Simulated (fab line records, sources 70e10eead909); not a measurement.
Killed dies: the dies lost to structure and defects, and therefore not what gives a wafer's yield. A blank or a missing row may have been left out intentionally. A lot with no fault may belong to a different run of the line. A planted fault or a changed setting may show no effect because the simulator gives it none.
What tool caused it? || flow nand harc || 6 lots with 18 wafers sampled at 5 steps, on a route of 1159 steps

## WHAT EACH GAUGE READ, for each wafer
NHARC_END_SORT_01.
{"lot": "L291", "measured": "day 23 03:43", "on": "prober-01", "killed at array": "674 676 676"}

## WHICH TOOL RAN EACH LOT (tool, then ch and the chambers of the sampled wafers, then the start)
{"lot": "L281", "NHARC_A_STAIRCASE_ETCH_192": "rie diel-02 ch 0,1,2, day 11 22:56 or earlier", "NHARC_A_STAIRCASE_TRIM_233": "rie diel-05 ch 2,3, day 11 22:56 or earlier", "NHARC_A_STAIRCASE_ETCH_234": "rie diel-05 ch 0,1,2, day 11 22:56 or earlier", "NHARC_A_STAIRCASE_ETCH_236": "rie diel-05 ch 0,3, day 11 22:56"}
{"lot": "L285", "NHARC_A_STAIRCASE_ETCH_192": "rie diel-02 ch 0,2, day 12 20:06 or earlier", "NHARC_A_STAIRCASE_TRIM_233": "rie diel-05 ch 0,1,3, day 12 20:06 or earlier", "NHARC_A_STAIRCASE_ETCH_234": "rie diel-05 ch 0,2,3, day 12 20:06 or earlier", "NHARC_A_STAIRCASE_ETCH_236": "rie diel-05 ch 0,1, day 12 20:06"}
{"lot": "L291", "NHARC_A_STAIRCASE_ETCH_192": "rie diel-05 ch 0,1, day 15 06:49 or earlier", "NHARC_A_STAIRCASE_TRIM_233": "rie diel-02 ch 0,3, day 15 06:49 or earlier", "NHARC_A_STAIRCASE_ETCH_234": "rie diel-02 ch 1,2, day 15 06:49 or earlier", "NHARC_A_STAIRCASE_ETCH_236": "rie diel-02 ch 0,1,3, day 15 06:49"}
{"lot": "L296", "NHARC_A_STAIRCASE_ETCH_192": "rie diel-02 ch 1,2,3, day 15 17:48 or earlier", "NHARC_A_STAIRCASE_TRIM_233": "rie diel-12 ch 1,3, day 15 17:48 or earlier", "NHARC_A_STAIRCASE_ETCH_234": "rie diel-12 ch 0,3, day 15 17:48 or earlier", "NHARC_A_STAIRCASE_ETCH_236": "rie diel-12 ch 0,3, day 15 17:48"}
{"lot": "L297", "NHARC_A_STAIRCASE_ETCH_192": "rie diel-02 ch 0,2,3, day 15 20:02 or earlier", "NHARC_A_STAIRCASE_TRIM_233": "rie diel-02 ch 0,1,2, day 15 20:02 or earlier", "NHARC_A_STAIRCASE_ETCH_234": "rie diel-02 ch 1,2,3, day 15 20:02 or earlier", "NHARC_A_STAIRCASE_ETCH_236": "rie diel-02 ch 0,1,3, day 15 20:02"}
{"lot": "L300", "NHARC_A_STAIRCASE_ETCH_192": "rie diel-05 ch 0,1,2, day 17 04:11 or earlier", "NHARC_A_STAIRCASE_TRIM_233": "rie diel-02 ch 0,1,2, day 17 04:11 or earlier", "NHARC_A_STAIRCASE_ETCH_234": "rie diel-02 ch 1,2,3, day 17 04:11 or earlier", "NHARC_A_STAIRCASE_ETCH_236": "rie diel-02 ch 0,1,2, day 17 04:11"}
- NHARC_A_STAIRCASE_ETCH_192: etches the open film in C4F8/O2, target depth 100 nm, time 40.5 s.
- NHARC_A_STAIRCASE_TRIM_233: chemistry O2, time 211.2 s.
- NHARC_A_STAIRCASE_ETCH_234: etches the open film in C4F8/O2, target depth 100 nm, time 40.5 s.
- NHARC_A_STAIRCASE_ETCH_236: etches the open film in C4F8/O2, target depth 100 nm, time 40.5 s.

## THE ANSWER, worked out from the rows above alone
Rule: what is usual is taken from the lots themselves. The widest of any qualifying gaps counts: lots, ordered by their means at a reading, are off when they make up no more than a third of the lots, leave a main group of 4 or more, and stand apart from it by 3 or more times the standard deviation of that group's means. If all means in a main group match to the digits the tables above print for the reading, that group is not used. A lot without any number at a reading at which 4 lots or more have one is off too. The other lots that the step has rows for count as sound.
None of the lots is off at any reading shown; this tells nothing.

## WHAT HAD BEEN PUT IN BY THE SIMULATOR
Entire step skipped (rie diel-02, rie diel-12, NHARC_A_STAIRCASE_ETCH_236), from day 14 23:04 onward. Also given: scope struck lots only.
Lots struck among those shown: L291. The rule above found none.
